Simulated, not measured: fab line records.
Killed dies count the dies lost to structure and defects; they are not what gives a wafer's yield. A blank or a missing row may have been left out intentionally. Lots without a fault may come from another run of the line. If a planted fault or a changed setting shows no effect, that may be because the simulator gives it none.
A struck lot beside a sound one	flow n5Finfet	16 out of 1938 route steps
Sound: these wafers, L532.3, L532.5, L532.6. Struck: wafer L553.4. (L553.2, L553.6 of the same lot were not struck and are left out.) The cause comes at the end.
At each step with rows: each side's tool, then ch and its chambers, then its first start. Under that, the readings that differ: sound wafers	struck wafers	difference of the means	sigmas: that difference in standard deviations of wafers without a fault.
alike: same words and numbers on both sides, and readings whose means sit less than 2 such deviations apart. not compared: any withheld reading, any reading some wafer has no value for, any bound like >300 that may hide the same value, and any number with overlapping values for which the record gives no deviation.
The two part at a step that has a row with sigmas, a row that says differs or no value, or rows on one side only. Non-overlapping numbers with no deviation appear without sigmas and do not part them. Lack of a reading on every wafer of one side parts them only where that side has two or more wafers.

first, 1 step without rows for these wafers: N5_BEOL_M1_DEVELOP_27 (develop time 30 s).
N5_BEOL_M1_CD_MEAS_28: target cd y 23.3 nm.
  sound on cdSem-02 ch 0, day 6 12:43; struck on cdSem-02 ch 0, day 12 07:01
reading	sound	struck	difference	sigmas
cdNm (nm)	24.48 23.71 23.82	23.54	-0.46	-2
N5_BEOL_M1_OVL_MEAS_29:
  sound on overlay-01 ch 0, day 6 12:46; struck on overlay-02 ch 0, day 12 07:03
  alike: V0_OVL
N5_BEOL_M1_INSPECT_30: inspects for defects (brightfield).
  sound on defectInspect-01, day 6 12:48; struck on defectInspect-01, day 12 07:06
reading	sound	struck	difference	sigmas
rawDefectCount	317 307 254	454	+161	+2
N5_BEOL_M1_DESCUM_33: chemistry O2, time 7 s.
  sound on rieDiel-04 ch 0,1, day 6 12:50; struck on rieDiel-03 ch 1, day 12 07:17
reading	sound	struck	difference	sigmas
drypumpMotorCurrentA (A)	5.6 5.6 6.1	4.7	-1.1	-2
o2FlowSccm (sccm)	223.4 223.9 225.2	225.9	+1.7	+3
oesProductAu (a.u.)	0.72 0.70 0.77	0.92	+0.19	+2
  alike: rfVppV, showerheadPlenumPTorr, throttleValvePct
  not compared: rfHoursCounterH
N5_BEOL_M1_ETCH_77: etches underlayer in N2/H2, target depth 6.5 nm, time 5.2 s.
  sound on rieDiel-04 ch 0,1, day 6 12:52; struck on rieDiel-03 ch 1, day 12 07:19
reading	sound	struck	difference	sigmas
drypumpMotorCurrentA (A)	5.6 5.6 6.1	4.7	-1.1	-3
oesProductAu (a.u.)	0.61 0.60 0.66	0.80	+0.18	+2
  alike: biasW, etchRfOnTimeS, rfVppV, showerheadPlenumPTorr, throttleValvePct
  not compared: rfHoursCounterH
then, 1 step without rows for these wafers: N5_BEOL_M1_ETCH_69 (etches SiARC in CF4, target depth 15.6 nm, time 26 s).
N5_BEOL_M1_ALD_98: deposits SiO2, target thk 2.5 nm, pulse time 1 s, co reactant pulse time 1 s.
  sound on aldSin-01 ch 0,3, day 6 12:58; struck on aldSin-04 ch 0, day 12 08:46
reading	sound	struck	difference	sigmas
heaterPowerW (W)	68 67 75	85	+15	+2
precursorPulseHeightRel	1.012 0.997 1.020	0.965	-0.045	-2
N5_BEOL_M1_ETCHBACK_99: etches SiO2 in CHF3, target depth 5 nm, time 10.4 s.
  sound on rieDiel-03 ch 0,1, day 6 19:37; struck on rieDiel-04 ch 3, day 12 14:34
  alike: biasW, drypumpMotorCurrentA, oes_ar_750_au, oesProductAu, rfVppV, showerheadPlenumPTorr, throttleValvePct
  not compared: rfHoursCounterH
N5_BEOL_M1_ETCH_70: etches SOC in N2/H2, target depth 80 nm, overetch 16 nm, time 120 s.
  sound on rieDiel-03 ch 0,1, day 6 19:39; struck on rieDiel-04 ch 3, day 12 14:36
  alike: biasW, drypumpMotorCurrentA, oesProductAu, rfVppV, showerheadPlenumPTorr, throttleValvePct
  not compared: rfHoursCounterH
then, 2 steps without rows for these wafers: N5_BEOL_M1_STRIP_71 (strips in N2/H2); N5_BEOL_M1_STRIP_78 (strips in N2/H2).
N5_BEOL_M1_VIA_ETCH_34: etches the open film in C4F6/O2, target depth 67.8 nm, time 64.4 s.
  sound on rieDiel-03 ch 0,1, day 6 19:45; struck on rieDiel-04 ch 3, day 12 14:42
reading	sound	struck	difference	sigmas
oesProductAu (a.u.)	0.77 0.77 0.67	0.98	+0.24	+3
model.etch.depthNm (nm)	67.61 68.13 67.48	109.5	+41.8	
model.SOC_of_BEOL_M1_COAT_67.thkNm (nm)	52.2 52 52.2	47.6	-4.5	
model.BEOL_M1.cdNm (nm)	17.8 17.8 18	18.2	+0.3	
  alike: C4F6_flow_sccm, biasW, drypumpMotorCurrentA, oes_ar_750_au, rfVppV, showerheadPlenumPTorr, throttleValvePct
  not compared: rfHoursCounterH
then, 1 step without rows for these wafers: N5_BEOL_M1_STRIP_83 (strips in C4F6/O2).
N5_BEOL_M4_RC_MEAS_101:
  sound on prober-01 ch 0, day 8 11:26; struck on prober-02 ch 0, day 14 06:38
reading	sound	struck	difference	sigmas
DIBL_N (mV/V)	39.0 36.1 36.5	32.7	-4.5	-3
DIBL_P (mV/V)	38.2 35.0 35.2	31.1	-5.0	-3
IOFF_N (nA/um)	0.225 0.169 0.172	0.097	-0.092	-3
IOFF_P (nA/um)	0.31 0.24 0.24	0.15	-0.11	-3
VT_N (mV)	245 251 248	258	+10	+3
  alike: ION_N, ION_P, SS_N, SS_P, VT_P
then, 1 step without rows for these wafers: N5_PASSIVATION_PROBE_49.

== WHERE THEY PART ==
Earliest at N5_BEOL_M1_CD_MEAS_28; latest, in this record, at N5_BEOL_M4_RC_MEAS_101.

WHY: the cause the simulator had injected
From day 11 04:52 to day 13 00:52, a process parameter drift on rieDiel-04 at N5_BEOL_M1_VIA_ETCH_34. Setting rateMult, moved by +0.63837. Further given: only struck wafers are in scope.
